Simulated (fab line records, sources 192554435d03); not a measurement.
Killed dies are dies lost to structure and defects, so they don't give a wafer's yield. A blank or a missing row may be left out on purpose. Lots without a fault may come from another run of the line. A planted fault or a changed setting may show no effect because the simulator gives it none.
fab line records | flow n5_finfet
record lots=5 wafers=15 last_day=16
route steps=1938 shown BEOL_M12@1638 BEOL_M13@1659
lots that met no fault: from a run of the same line without faults
start_h: hours from the record's first day to the start of the lot's first wafer shown | wait_h: hours since the lot's step before | " the same as in the row above | L1.1+2: a row that stands for several wafers | - no value, or no start given | * or withheld: withheld | < > ~ a bound
route shown NAME@n: a module of which the file shows steps, and the number in the route of the first | usual: mean/standard deviation of fault-free wafers | same: alike in all rows | chamber/n: place in a boat | sites: the reading at each site | _std_site: their standard deviation | _edge_site: outer sites' mean less inner sites' | radius_mm: how far each site lies from the wafer's centre | mask NAME#n: copy n | behind: the tool/chamber that last shaped the wafer | hold: why the lot was held/for how many hours/how that ended | device: the transistor (n, p or np) that didn't switch | end of line: the same wafers' tests at the end of the route | a step without rows: its recipe alone | killed: dies lost to structure and defects at the first sort, not the wafer's yield | map: a wafer's dies, x killed, . not, _ none there
set.NAME: the setting as run; set.NAME@STEP: as run at that earlier step | model.NAME: the simulator's own value behind a step, which no gauge read
lots at some steps of the route; a table a step, a row a wafer
services: from which hour (start_h, from the record's first day; less than 0 if before it) a tool's chamber was out of use, for how many hours, and why
## steps
# step N5_BEOL_M12_STRIP_69
# recipe chemistry=N2/H2 temp_c=40 n2_flow_sccm=200 h2_flow_sccm=200 rf_frequency_hz=6e+07
# columns lot.wafer tool chamber start_h wait_h
L078.1+2+3 rie_diel-06 0,2,3 263.27 0.1
L084.3+5+6 rie_diel-06 2,1,2 298.16 0.1
L085.1+4+5 rie_diel-03 2,0,2 307.15 0.1
L089.1+3+4 rie_diel-06 1,3,0 322.91 0.1
L093.1+4+5 rie_diel-03 1,3,3 351.38 0.1
# step N5_BEOL_M12_TRENCH_ETCH_34
# recipe chemistry=C4F8/O2/Ar target=SiOC target_depth_a=3189.5 mask_material=SOC pressure_mtorr=30 source_w=3000 bias_w=700 Ar_flow_sccm=400 C4F8_flow_sccm=15 O2_flow_sccm=8 he_inner_torr=15 he_outer_torr=30 time_s=125.5 ion_energy_ev=250
# usual drypump_motor_current_A=5.6/0.49 oes_product_au=0.85/0.068 rf_fwd_power_W=2988/11 rf_vpp_V=664.9/2.1 showerhead_plenum_p_Torr=3.40/0.075 throttle_valve_pct=24.20/0.19
# columns lot.wafer tool chamber start_h wait_h drypump_motor_current_A oes_product_au rf_fwd_power_W rf_hours_counter_h rf_vpp_V showerhead_plenum_p_Torr throttle_valve_pct
L078.1 rie_diel-06 0 263.28 0.0 5.3 0.85 2973 64 666.3 3.49 24.05
L078.2 " 2 " " 4.7 0.90 2969 24 663.0 3.33 24.10
L078.3 " 3 " " 4.8 0.67 2988 239 667.7 3.55 24.68
L084.3 rie_diel-06 2 298.17 0.0 4.7 0.87 2980 37 664.1 3.32 24.13
L084.5 " 1 " " 5.9 0.94 3002 - 663.6 3.37 24.38
L084.6 " 2 " " 4.7 0.87 2983 - 663.4 3.32 24.10
L085.1 rie_diel-03 2 307.16 0.0 5.8 0.83 2984 90 666.3 3.45 24.09
L085.4 " 0 " " 6.3 0.89 2983 - 663.0 3.38 24.50
L085.5 " 2 " " 5.8 0.83 2993 - 666.0 3.45 24.10
L089.1 rie_diel-06 1 322.92 0.0 5.9 0.91 2985 26 662.1 3.36 24.41
L089.3 " 3 " " 4.8 0.99 2995 0 667.8 3.54 24.32
L089.4 " 0 " " 5.2 0.81 2992 90 666.6 3.48 24.08
L093.1 rie_diel-03 1 351.39 0.0 5.9 0.84 3002 75 664.0 3.29 24.06
L093.4 " 3 " " 5.5 0.85 2976 48 667.0 3.43 24.02
L093.5 " 3 " " 5.5 0.84 2981 - 666.7 3.43 24.03
# step N5_BEOL_M12_STRIP_70
# recipe chemistry=C4F8/O2/Ar resist=SiARC rf_frequency_hz=6e+07
# columns lot.wafer tool chamber start_h wait_h
L078.1+2+3 rie_diel-06 0,2,3 263.40 0.1
L084.3+5+6 rie_diel-06 2,1,2 298.28 0.1
L085.1+4+5 rie_diel-03 2,0,2 307.28 0.1
L089.1+3+4 rie_diel-06 1,3,0 323.04 0.1
L093.1+4+5 rie_diel-03 1,3,3 351.50 0.1
# step N5_BEOL_M12_OCD_MEAS_35
# usual trench_depth_nm=321/5.3
# columns lot.wafer tool chamber start_h wait_h trench_depth_nm
L078.1 ocd-01 - 263.44 0.0 321
L078.2 " - " " 325
L078.3 " - " " 310
L084.3 ocd-01 - 298.32 0.0 323
L084.5 " - " " 320
L084.6 " - " " 325
L085.1 ocd-02 - 307.32 0.0 318
L085.4 " - " " 325
L085.5 " - " " 321
L089.1 ocd-02 - 323.07 0.0 317
L089.3 " - " " 319
L089.4 " - " " 318
L093.1 ocd-01 - 351.54 0.0 330
L093.4 " - " " 314
L093.5 " - " " 314
# step N5_BEOL_M12_STRIP_37
# recipe chemistry=N2/H2 power_w=1000 temp_c=250 h2_frac=0.65 overash_fraction=0.3 pressure_mtorr=withheld n2_flow_sccm=1750 h2_flow_sccm=3250
# usual drypump_motor_current_A=5.4/0.45 heater_power_w=338/23 oes_product_au=0.790/0.0098
# columns lot.wafer tool chamber start_h wait_h drypump_motor_current_A heater_power_w oes_product_au rf_hours_counter_h
L078.1 plasma_asher-02 0 263.48 0.0 4.9 324 0.806 128
L078.2 " 1 " " 5.4 347 0.787 128
L078.3 " 1 " " 5.5 345 0.777 -
L084.3 plasma_asher-01 0 298.38 0.1 6.1 299 0.777 -
L084.5 " 1 " " 5.7 374 0.785 -
L084.6 " 0 " " 6.1 308 0.798 -
L085.1 plasma_asher-01 1 307.36 0.0 5.6 370 0.799 78
L085.4 " 0 " " 6.1 301 0.802 -
L085.5 " 1 " " 5.6 372 0.796 -
L089.1 plasma_asher-02 0 323.24 0.2 4.9 328 0.778 143
L089.3 " 0 " " 4.8 326 0.791 -
L089.4 " 1 " " 5.5 345 0.795 -
L093.1 plasma_asher-01 1 351.58 0.0 5.6 375 0.804 86
L093.4 " 0 " " 6.1 300 0.793 -
L093.5 " 1 " " 5.6 377 0.779 -
# step N5_BEOL_M12_ETCH_38
# recipe chemistry=CF4/N2 target=SiCN target_depth_a=687 taper_deg=2 time_s=73.4 ion_energy_ev=150 mask_material=SiO2 pressure_mtorr=40 source_w=430 bias_w=70 Ar_flow_sccm=100 cf4_flow_sccm=60 n2_flow_sccm=60
# usual drypump_motor_current_A=5.4/0.52 oes_product_au=0.82/0.081 rf_fwd_power_W=428.1/1.4 rf_vpp_V=381.9/1.3 showerhead_plenum_p_Torr=2.19/0.053 throttle_valve_pct=15.42/0.19
# columns lot.wafer tool chamber start_h wait_h drypump_motor_current_A oes_product_au rf_fwd_power_W rf_hours_counter_h rf_vpp_V showerhead_plenum_p_Torr throttle_valve_pct
L078.1 rie_diel-06 0 264.30 - 5.2 0.85 427.6 64 382.0 2.25 15.19
L078.2 " 2 " " 4.7 0.89 427.5 24 381.1 2.16 15.33
L078.3 " 1 " " 5.9 0.98 428.4 0 382.4 2.17 15.35
L084.3 rie_diel-06 2 298.44 - 4.7 0.87 431.9 37 382.4 2.16 15.38
L084.5 " 0 " " 5.3 0.84 426.7 - 383.7 2.25 15.21
L084.6 " 2 " " 4.7 0.88 429.4 - 380.2 2.16 15.38
L085.1 rie_diel-03 0 308.65 - 6.3 0.85 426.5 49 380.5 2.18 15.57
L085.4 " 2 " " 5.8 0.84 430.5 - 381.7 2.22 15.22
L085.5 " 0 " " 6.3 0.85 427.9 - 381.1 2.18 15.56
L089.1 rie_diel-03 3 323.39 - 5.5 0.84 427.2 37 382.1 2.24 15.35
L089.3 " 0 " " 6.3 0.84 426.1 56 381.4 2.17 15.58
L089.4 " 2 " " 5.8 0.82 430.2 97 383.4 2.22 15.25
L093.1 rie_diel-05 2 355.44 - 4.8 0.69 429.4 226 379.7 2.08 15.64
L093.4 " 3 " " 6.1 0.94 427.5 6 382.9 2.17 15.30
L093.5 " 3 " " 6.1 0.94 428.2 - 380.6 2.17 15.29
# step N5_BEOL_M12_PRECLEAN_39
# recipe chemistry=residue_remover time_s=60 temp_c=40
# columns lot.wafer tool chamber start_h wait_h
L078.1+2+3 wet_bench-03 4,0,1 264.43 0.1
L084.3+5+6 wet_bench-05 6,1,5 298.57 0.1
L085.1+4+5 wet_bench-05 0,6,7 308.78 0.1
L089.1+3+4 wet_bench-02 6,3,1 323.52 0.1
L093.1+4+5 wet_bench-03 3,4,7 355.57 0.1
# step N5_BEOL_M12_SRD_40
# recipe time_s=30 temp_c=23 rinse_liquid=diw dry=n2_spin spin_rpm=1500 dry_time_s=30
# columns lot.wafer tool chamber start_h wait_h
L078.1+2+3 wet_bench-03 4,0,1 264.45 0.0
L084.3+5+6 wet_bench-05 6,1,5 298.59 0.0
L085.1+4+5 wet_bench-05 0,6,7 308.80 0.0
L089.1+3+4 wet_bench-02 6,3,1 323.54 0.0
L093.1+4+5 wet_bench-03 3,4,7 355.59 0.0
# step N5_BEOL_M12_DEGAS_41
# recipe ambient=vacuum temp_c=250 time_s=60
# usual heater_power_w=327/30
# columns lot.wafer tool chamber start_h wait_h heater_power_w
L078.1 pvd_sputter-01 - 265.22 0.8 277
L078.2 " - " " 366
L078.3 " - " " 342
L084.3 pvd_sputter-02 - 298.64 0.0 367
L084.5 " - " " 308
L084.6 " - " " 297
L085.1 pvd_sputter-02 - 309.07 0.3 318
L085.4 " - " " 303
L085.5 " - " " 299
L089.1 pvd_sputter-01 - 324.08 0.5 362
L089.3 " - " " 272
L089.4 " - " " 340
L093.1 pvd_sputter-01 - 355.85 0.2 340
L093.4 " - " " 273
L093.5 " - " " 331
# step N5_BEOL_M12_PRE_CLEAN_42
# recipe gas=H2/He time_s=30 temp_c=250
# usual heater_power_w=327/30
# columns lot.wafer tool chamber start_h wait_h heater_power_w
L078.1 pvd_sputter-01 - 265.26 0.0 270
L078.2 " - " " 354
L078.3 " - " " 335
L084.3 pvd_sputter-02 - 298.68 0.0 361
L084.5 " - " " 306
L084.6 " - " " 313
L085.1 pvd_sputter-02 - 309.11 0.0 309
L085.4 " - " " 300
L085.5 " - " " 298
L089.1 pvd_sputter-01 - 324.12 0.0 352
L089.3 " - " " 264
L089.4 " - " " 342
L093.1 pvd_sputter-01 - 355.89 0.0 336
L093.4 " - " " 273
L093.5 " - " " 325
# step N5_BEOL_M12_SPUTTER_43
# recipe material=TaN target_thk_a=150 temp_c=50 bias_v=168.6 power_w=15000 chamber_pressure_pa=0.12 time_s=24.19
# usual throttle_valve_pct=29.6/0.93
# columns lot.wafer tool chamber start_h wait_h throttle_valve_pct
L078.1 pvd_sputter-01 - 265.30 0.0 29.9
L078.2 " - " " 29.6
L078.3 " - " " 29.5
L084.3 pvd_sputter-02 - 298.72 0.0 30.4
L084.5 " - " " 30.7
L084.6 " - " " 29.1
L085.1 pvd_sputter-02 - 309.15 0.0 29.0
L085.4 " - " " 30.9
L085.5 " - " " 30.4
L089.1 pvd_sputter-01 - 324.16 0.0 29.8
L089.3 " - " " 29.5
L089.4 " - " " 29.2
L093.1 pvd_sputter-01 - 355.93 0.0 27.8
L093.4 " - " " 29.7
L093.5 " - " " 29.4
# step N5_BEOL_M12_SPUTTER_44
# recipe material=Ta target_thk_a=100 temp_c=50 bias_v=80 power_w=15000 chamber_pressure_pa=0.07 time_s=16.13
# usual throttle_valve_pct=29.6/0.93
# columns lot.wafer tool chamber start_h wait_h throttle_valve_pct
L078.1 pvd_sputter-01 - 265.38 0.0 29.6
L078.2 " - " " 29.8
L078.3 " - " " 29.4
L084.3 pvd_sputter-02 - 298.80 0.0 30.6
L084.5 " - " " 30.8
L084.6 " - " " 28.9
L085.1 pvd_sputter-02 - 309.23 0.0 29.1
L085.4 " - " " 30.8
L085.5 " - " " 30.7
L089.1 pvd_sputter-01 - 324.24 0.0 29.3
L089.3 " - " " 29.8
L089.4 " - " " 29.5
L093.1 pvd_sputter-01 - 356.01 0.0 27.5
L093.4 " - " " 29.8
L093.5 " - " " 29.2
# step N5_BEOL_M12_SPUTTER_45
# recipe material=Cu target_thk_a=800 temp_c=-20 bias_v=60 power_w=26000 chamber_pressure_pa=0.13 time_s=13.33
# usual throttle_valve_pct=29.6/0.94
# columns lot.wafer tool chamber start_h wait_h throttle_valve_pct
L078.1 pvd_sputter-01 - 265.46 0.0 29.5
L078.2 " - " " 29.7
L078.3 " - " " 29.2
L084.3 pvd_sputter-02 - 298.88 0.0 30.5
L084.5 " - " " 30.6
L084.6 " - " " 29.1
L085.1 pvd_sputter-02 - 309.31 0.0 29.2
L085.4 " - " " 31.0
L085.5 " - " " 31.0
L089.1 pvd_sputter-01 - 324.32 0.0 29.8
L089.3 " - " " 29.8
L089.4 " - " " 29.2
L093.1 pvd_sputter-01 - 356.09 0.0 27.4
L093.4 " - " " 29.9
L093.5 " - " " 29.3
# step N5_BEOL_M12_ECD_47
# recipe material=Cu target_thk_a=7200
# columns lot.wafer tool chamber start_h wait_h
L078.1+2+3 ecd_cu-01 1,0,1 265.58 0.1
L084.3+5+6 ecd_cu-01 0,0,1 299.03 0.1
L085.1+4+5 ecd_cu-01 1,0,1 309.43 0.1
L089.1+3+4 ecd_cu-01 0,1,0 324.44 0.1
L093.1+4+5 ecd_cu-01 1 356.21 0.1
# step N5_BEOL_M12_ANNEAL_48
# recipe temp_c=225 time_s=90 ambient=N2
# usual wafer_temp_C_max=226.0/0.45
# columns lot.wafer tool chamber start_h wait_h wafer_temp_C_max
L078.1 rtp_anneal-02 0 265.72 0.1 225.4
L078.2 " 0 " " 225.8
L078.3 " 0 " " 225.6
L084.3 rtp_anneal-01 0 299.41 0.3 226.7
L084.5 " 0 " " 226.3
L084.6 " 0 " " 226.4
L085.1 rtp_anneal-02 0 309.58 0.1 225.3
L085.4 " 0 " " 225.4
L085.5 " 0 " " 225.5
L089.1 rtp_anneal-02 0 324.58 0.1 225.6
L089.3 " 0 " " 225.7
L089.4 " 0 " " 225.6
L093.1 rtp_anneal-01 0 356.35 0.1 225.8
L093.4 " 0 " " 226.1
L093.5 " 0 " " 225.9
# step N5_BEOL_M12_CMP_49
# recipe stop_on=SiOC t_overpolish_s=20.6 down_force_psi=1 platen_rpm=50 clearing_platen_down_force_psi=1.5 clearing_platen_rpm=50 post_cmp_clean=cu_alkaline target_thk_nm=320 clearing_platen_pad_velocity_m_s=0.99484 pad_velocity_m_s=0.99484
# usual barrier_field_endpoint_s=30.3/1 clearing_platen_down_force_psi=1.4996/0.0029 motor_current_A=6.2/0.48 overpolish_run_s=20.600/0.0081 platen_rpm=50.00/0.035
# columns lot.wafer tool chamber start_h wait_h barrier_field_endpoint_s clearing_platen_down_force_psi motor_current_A overpolish_run_s platen_rpm
L078.1 cmp-02 1 266.02 0.3 29.8 1.5019 6.6 20.616 49.99
L078.3 " 2 " " 29.3 1.5007 5.3 20.615 49.99
L078.2 " 3 " " 29.7 1.4963 6.1 20.597 50.04
L084.3 cmp-01 1 299.65 0.2 31.6 1.5053 5.8 20.611 50.03
L084.6 " 0 " " 30.4 1.5025 6.4 20.619 49.99
L084.5 " 1 " " 32.5 1.5020 5.7 20.605 50.04
L085.4 cmp-03 3 309.87 0.1 31.2 1.5040 5.2 20.596 50.05
L085.1 " 1 " " 30.4 1.5009 5.9 20.594 50.02
L085.5 " 0 " " 30.1 1.5036 7.0 20.613 49.99
L089.3 cmp-01 2 324.88 0.2 30.3 1.4986 6.5 20.600 50.04
L089.4 " 3 " " 31.7 1.4997 6.3 20.603 49.97
L089.1 " 1 " " 30.8 1.4974 5.9 20.600 49.99
L093.1 cmp-01 1 356.69 0.3 31.2 1.5042 5.7 20.593 49.96
L093.4 " 2 " " 29.6 1.5030 6.6 20.606 50.02
L093.5 " 1 " " 30.9 1.5044 5.7 20.609 49.97
# step N5_BEOL_M12_THK_MEAS_50
# recipe thk_meas_gauge=xrf reads=Cu_of_BEOL_M12_ECD_47
# usual M12_THK=330/6.3
# columns lot.wafer tool chamber start_h wait_h M12_THK[nm]
L078.1 film_metro-01 - 266.31 - 332
L078.2 " - " " 338
L078.3 " - " " 320
L084.3 film_metro-02 - 299.91 - 328
L084.5 " - " " 325
L084.6 " - " " 327
L085.1 film_metro-02 - 310.17 - 325
L085.4 " - " " 332
L085.5 " - " " 323
L089.1 film_metro-02 - 325.18 - 324
L089.3 " - " " 323
L089.4 " - " " 328
L093.1 film_metro-02 - 356.94 - 340
L093.4 " - " " 322
L093.5 " - " " 323
# step N5_BEOL_M12_PRE_CLEAN_52
# recipe gas=NH3 time_s=15 temp_c=withheld rf_power_w=300
# usual rf_fwd_power_W=293.9/1.2
# columns lot.wafer tool chamber start_h wait_h rf_fwd_power_W since_wet_clean_h
L078.1 pecvd-04 1 266.35 0.0 296.0 2058
L078.2 " 0 " " 291.3 1333
L078.3 " 2 " " 292.6 579
L084.3 pecvd-01 1 299.95 0.0 292.6 1910
L084.5 " 2 " " 293.1 -
L084.6 " 0 " " 295.0 -
L085.1 pecvd-04 2 310.20 0.0 293.0 623
L085.4 " 1 " " 294.9 -
L085.5 " 2 " " 293.0 -
L089.1 pecvd-01 2 325.21 0.0 295.7 456
L089.3 " 0 " " 294.3 1210
L089.4 " 0 " " 293.0 -
L093.1 pecvd-01 2 356.98 0.0 293.9 488
L093.4 " 2 " " 294.7 -
L093.5 " 1 " " 293.6 -
# step N5_BEOL_M12_DEP_53
# recipe material=SiCN target_thk_a=300 temp_c=withheld precursor=3MS/NH3 pressure_torr=3 rf_w=675 time_s=10.5
# usual rf_fwd_power_W=663.4/2.6 showerhead_plenum_p_Torr=4.155/0.025 throttle_valve_pct=18.3/1.1
# columns lot.wafer tool chamber start_h wait_h rf_fwd_power_W showerhead_plenum_p_Torr since_wet_clean_h throttle_valve_pct
L078.1 pecvd-04 1 266.37 0.0 665.2 4.101 2058 18.8
L078.2 " 0 " " 661.8 4.138 1333 17.8
L078.3 " 2 " " 664.5 4.147 579 20.1
L084.3 pecvd-01 1 299.97 0.0 661.6 4.151 1910 17.6
L084.5 " 2 " " 663.6 4.195 - 17.6
L084.6 " 0 " " 666.2 4.162 - 17.8
L085.1 pecvd-04 2 310.23 0.0 667.4 4.155 623 20.1
L085.4 " 1 " " 667.3 4.102 - 18.8
L085.5 " 2 " " 667.2 4.157 - 20.1
L089.1 pecvd-01 2 325.24 0.0 665.8 4.179 456 17.5
L089.3 " 0 " " 661.3 4.168 1210 17.7
L089.4 " 0 " " 663.8 4.165 - 17.9
L093.1 pecvd-01 2 357.00 0.0 665.9 4.184 488 17.7
L093.4 " 2 " " 667.0 4.182 - 17.5
L093.5 " 1 " " 665.2 4.146 - 17.6
# step N5_BEOL_M12_RS_MEAS_54
# recipe thk_meas_gauge=four-point-probe reads=Cu_of_BEOL_M12_ECD_47+Ta_of_BEOL_M12_SPUTTER_44+TaN_of_BEOL_M12_SPUTTER_43
# usual M12_RS=0.0596/0.0011
# columns lot.wafer tool chamber start_h wait_h M12_RS[ohm/sq]
L078.1 film_metro-01 - 266.44 0.0 0.0597
L078.2 " - " " 0.0584
L078.3 " - " " 0.0618
L084.3 film_metro-01 - 300.04 0.0 0.0591
L084.5 " - " " 0.0594
L084.6 " - " " 0.0592
L085.1 film_metro-01 - 310.29 0.0 0.0598
L085.4 " - " " 0.0585
L085.5 " - " " 0.0599
L089.1 film_metro-02 - 325.30 0.0 0.0599
L089.3 " - " " 0.0603
L089.4 " - " " 0.0593
L093.1 film_metro-01 - 357.07 0.0 0.0576
L093.4 " - " " 0.0611
L093.5 " - " " 0.0606
# step N5_BEOL_M12_INSPECT_55
# recipe inspect_instrument=darkfield mode=post_dep
# usual raw_defect_count=75/23
# columns lot.wafer tool chamber start_h wait_h raw_defect_count
L078.1 defect_inspect-02 - 266.46 0.0 61
L078.2 " - " " 49
L078.3 " - " " 59
L084.3 defect_inspect-01 - 300.06 0.0 87
L084.5 " - " " 85
L084.6 " - " " 99
L085.1 defect_inspect-02 - 310.32 0.0 60
L085.4 " - " " 77
L085.5 " - " " 107
L089.1 defect_inspect-02 - 325.33 0.0 53
L089.3 " - " " 60
L089.4 " - " " 41
L093.1 defect_inspect-01 - 357.09 0.0 82
L093.4 " - " " 91
L093.5 " - " " 110
# step N5_BEOL_M13_ILD_DEP_00
# recipe material=SiOC target_thk_a=8379.2 temp_c=350 precursor=DEMS/O2 pressure_torr=5 rf_w=500 time_s=166.4
# usual heater_power_w=458/47 rf_fwd_power_W=497.9/1.6 showerhead_plenum_p_Torr=5.703/0.012 throttle_valve_pct=11.8/0.56
# columns lot.wafer tool chamber start_h wait_h heater_power_w rf_fwd_power_W showerhead_plenum_p_Torr since_wet_clean_h throttle_valve_pct
L078.1 pecvd-01 0 266.50 0.0 485 497.2 5.696 1152 11.9
L078.2 " 2 " " 404 497.4 5.707 398 11.4
L078.3 " 1 " " 394 496.3 5.679 1877 11.5
L084.3 pecvd-02 1 300.10 0.0 458 502.2 5.688 1729 12.5
L084.5 " 2 " " 448 497.6 5.715 - 11.6
L084.6 " 0 " " 413 499.6 5.710 - 11.5
L085.1 pecvd-01 1 310.35 0.0 490 495.6 5.695 1921 11.4
L085.4 " 1 " " 385 495.8 5.686 - 11.5
L085.5 " 0 " " 427 497.7 5.684 - 11.7
L089.1 pecvd-02 2 325.37 0.0 387 501.1 5.713 275 11.7
L089.3 " 1 " " 472 496.0 5.691 1754 12.7
L089.4 " 2 " " 414 499.5 5.718 - 11.9
L093.1 pecvd-02 2 357.13 0.0 420 498.9 5.709 307 11.7
L093.4 " 1 " " 484 497.3 5.696 - 12.7
L093.5 " 2 " " 438 495.4 5.712 - 11.9
# step N5_BEOL_M13_THK_MEAS_01
# recipe reads=SiOC_of_BEOL_M13_ILD_DEP_00
# usual M13_ILD_THK=840/11
# columns lot.wafer tool chamber start_h wait_h M13_ILD_THK[nm]
L078.1 film_metro-01 - 266.65 0.1 836
L078.2 " - " " 843
L078.3 " - " " 839
L084.3 film_metro-02 - 300.25 0.1 834
L084.5 " - " " 835
L084.6 " - " " 848
L085.1 film_metro-01 - 310.51 0.1 831
L085.4 " - " " 843
L085.5 " - " " 844
L089.1 film_metro-02 - 325.52 0.1 820
L089.3 " - " " 826
L089.4 " - " " 830
L093.1 film_metro-02 - 357.28 0.1 837
L093.4 " - " " 854
L093.5 " - " " 834
# step N5_BEOL_M13_COAT_58
# recipe resist=BARC temp_c=205 time_s=60 spin_rpm=1500 resist_thk_nm=89
# usual spin_speed_rpm=1500.0/1.1
# columns lot.wafer tool chamber start_h wait_h spin_speed_rpm
L078.1 litho_track-04 0 266.68 0.0 1498.7
L078.2 " 0 " " 1499.4
L078.3 " 0 " " 1498.6
L084.3 litho_track-01 0 300.28 0.0 1499.0
L084.5 " 0 " " 1499.9
L084.6 " 0 " " 1499.6
L085.1 litho_track-04 0 310.54 0.0 1498.0
L085.4 " 0 " " 1498.8
L085.5 " 0 " " 1499.0
L089.1 litho_track-01 0 325.55 0.0 1500.3
L089.3 " 0 " " 1500.9
L089.4 " 0 " " 1499.0
L093.1 litho_track-04 0 357.31 0.0 1501.1
L093.4 " 0 " " 1500.1
L093.5 " 0 " " 1499.3
# step N5_BEOL_M13_COAT_04
# recipe spin_rpm=1625 resist_thk_nm=400
# usual spin_speed_rpm=1624.9/1.1
# columns lot.wafer tool chamber start_h wait_h spin_speed_rpm
L078.1 litho_track-04 0 - - 1623.6
L078.2 " 0 " " 1624.0
L078.3 " 0 " " 1627.3
L084.3 litho_track-01 0 - - 1624.2
L084.5 " 0 " " 1625.0
L084.6 " 0 " " 1625.5
L085.1 litho_track-04 0 - - 1624.3
L085.4 " 0 " " 1627.3
L085.5 " 0 " " 1623.9
L089.1 litho_track-01 0 - - 1623.5
L089.3 " 0 " " 1624.5
L089.4 " 0 " " 1624.2
L093.1 litho_track-04 0 - - 1624.0
L093.4 " 0 " " 1623.8
L093.5 " 0 " " 1627.0
# step N5_BEOL_M13_EBR_06
# recipe solvent=PGMEA ebr_width_mm=1.5
# columns lot.wafer tool chamber start_h wait_h
L078.1+2+3 litho_track-04 0 - -
L084.3+5+6 litho_track-01 0 - -
L085.1+4+5 litho_track-04 0 - -
L089.1+3+4 litho_track-01 0 - -
L093.1+4+5 litho_track-04 0 - -
# step N5_BEOL_M13_SOFTBAKE_05
# recipe temp_c=130 time_s=60
# columns lot.wafer tool chamber start_h wait_h
L078.1+2+3 litho_track-04 0 - -
L084.3+5+6 litho_track-01 0 - -
L085.1+4+5 litho_track-04 0 - -
L089.1+3+4 litho_track-01 0 - -
L093.1+4+5 litho_track-04 0 - -
# step N5_BEOL_M13_EXPOSE_07
# recipe mask_id=V12 na=0.93 source_shape=conventional sigma_outer=0.6 polarization=unpolarized attpsm_phase_deg=180 dose_mj=24.8
# same sigma_outer=0.6
# columns lot.wafer tool chamber start_h wait_h mask
L078.1+2+3 krf_scanner-02 0 266.81 - V12#0
L084.3+5+6 krf_scanner-02 0 300.39 - V12#0
L085.1+4+5 krf_scanner-02 0 310.64 - V12#0
L089.1+3+4 krf_scanner-02 0 325.65 - V12#0
L093.1+4+5 krf_scanner-01 0 357.54 - V12#0
# step N5_BEOL_M13_PEB_08
# recipe peb_temp_c=130 peb_time_s=90
# columns lot.wafer tool chamber start_h wait_h
L078.1+2+3 litho_track-03 0 266.86 0.1
L084.3+5+6 litho_track-01 0 300.44 0.0
L085.1+4+5 litho_track-04 0 310.69 0.1
L089.1+3+4 litho_track-04 0 325.70 0.1
L093.1+4+5 litho_track-01 0 357.59 0.1
# step N5_BEOL_M13_DEVELOP_09
# recipe develop_time_s=45 rinse_liquid=diw dry=air_spin dev_temp_c=21
# usual developer_temp_C=21.03/0.1
# columns lot.wafer tool chamber start_h wait_h developer_temp_C
L078.1 litho_track-03 0 - - 21.14
L078.2 " 0 " " 21.09
L078.3 " 0 " " 21.03
L084.3 litho_track-01 0 - - 21.14
L084.5 " 0 " " 21.23
L084.6 " 0 " " 21.04
L085.1 litho_track-04 0 - - 20.93
L085.4 " 0 " " 20.88
L085.5 " 0 " " 20.90
L089.1 litho_track-04 0 - - 21.00
L089.3 " 0 " " 20.96
L089.4 " 0 " " 21.13
L093.1 litho_track-01 0 - - 21.07
L093.4 " 0 " " 21.09
L093.5 " 0 " " 21.00
# step N5_BEOL_M13_HARDBAKE_14
# recipe temp_c=130 time_s=120
# columns lot.wafer tool chamber start_h wait_h
L078.1+2+3 litho_track-03 0 - -
L084.3+5+6 litho_track-01 0 - -
L085.1+4+5 litho_track-04 0 - -
L089.1+3+4 litho_track-04 0 - -
L093.1+4+5 litho_track-01 0 - -
# step N5_BEOL_M13_CD_MEAS_10
# recipe target_cd_nm=190 landing_energy_ev=500 detector=se_inlens polarity=opening
# usual cd_nm=190.4/1.5
# columns lot.wafer tool chamber start_h wait_h cd_nm
L078.1 cd_sem-02 0 266.98 - 189.6
L078.2 " 0 " " 192.3
L078.3 " 0 " " 191.8
L084.3 cd_sem-03 0 300.56 - 189.5
L084.5 " 0 " " 188.6
L084.6 " 0 " " 189.1
L085.1 cd_sem-02 0 310.81 - 188.2
L085.4 " 0 " " 189.0
L085.5 " 0 " " 188.8
L089.1 cd_sem-02 0 325.82 - 190.2
L089.3 " 0 " " 193.3
L089.4 " 0 " " 189.9
L093.1 cd_sem-02 0 357.71 - 189.5
L093.4 " 0 " " 190.5
L093.5 " 0 " " 190.4
# step N5_BEOL_M13_OVL_MEAS_11
# recipe points_per_wafer=44
# usual V12_OVL=3/5
# columns lot.wafer tool chamber start_h wait_h V12_OVL[nm]
L078.1 overlay-02 0 267.01 0.0 -1
L078.2 " 0 " " 8
L078.3 " 0 " " 8
L084.3 overlay-02 0 300.59 0.0 14
L084.5 " 0 " " 8
L084.6 " 0 " " 12
L085.1 overlay-02 0 310.84 0.0 4
L085.4 " 0 " " -2
L085.5 " 0 " " 4
L089.1 overlay-02 0 325.85 0.0 5
L089.3 " 0 " " 1
L089.4 " 0 " " 4
L093.1 overlay-02 0 357.74 0.0 -1
L093.4 " 0 " " 5
L093.5 " 0 " " 5
# step N5_BEOL_M13_INSPECT_12
# recipe mode=adi inspect_instrument=macro
# usual raw_defect_count=2.1/1.4
# columns lot.wafer tool chamber start_h wait_h raw_defect_count
L078.1 defect_inspect-02 - 267.03 0.0 5
L078.2 " - " " 1
L078.3 " - " " 0
L084.3 defect_inspect-01 - 300.61 0.0 2
L084.5 " - " " 3
L084.6 " - " " 0
L085.1 defect_inspect-01 - 310.86 0.0 2
L085.4 " - " " 2
L085.5 " - " " 1
L089.1 defect_inspect-01 - 325.87 0.0 1
L089.3 " - " " 2
L089.4 " - " " 1
L093.1 defect_inspect-01 - 357.76 0.0 3
L093.4 " - " " 2
L093.5 " - " " 0
## services
# columns tool chamber start_h hours kind
krf_scanner-02 - 239.67 4.0 pm
cmp-02 - 253.42 4.0 pm
cmp-01 - 258.31 4.0 pm
plasma_asher-01 - 258.49 2.8 pm
pecvd-02 2 262.76 15.1 repair
cmp-02 - 263.62 0.2 repair
krf_scanner-01 - 266.22 1.3 pm
pecvd-02 - 268.90 14.6 pm
krf_scanner-02 - 270.14 0.8 pm
cmp-02 - 273.23 0.6 repair
wet_bench-03 - 281.05 11.4 repair
cmp-03 - 281.20 3.0 repair
cmp-02 - 285.49 0.8 repair
pecvd-04 1 292.16 6.6 repair
cmp-03 - 302.98 5.4 pm
pvd_sputter-02 - 303.66 4.3 repair
ecd_cu-01 - 314.71 3.6 repair
plasma_asher-01 - 315.17 8.9 repair
pecvd-04 - 320.93 1.3 repair
krf_scanner-02 - 330.20 1.0 pm
pecvd-02 1 333.32 4.9 repair
pvd_sputter-02 - 342.91 6.3 repair
plasma_asher-02 - 345.19 2.6 repair
cmp-01 - 346.52 0.4 repair
## key
fault none
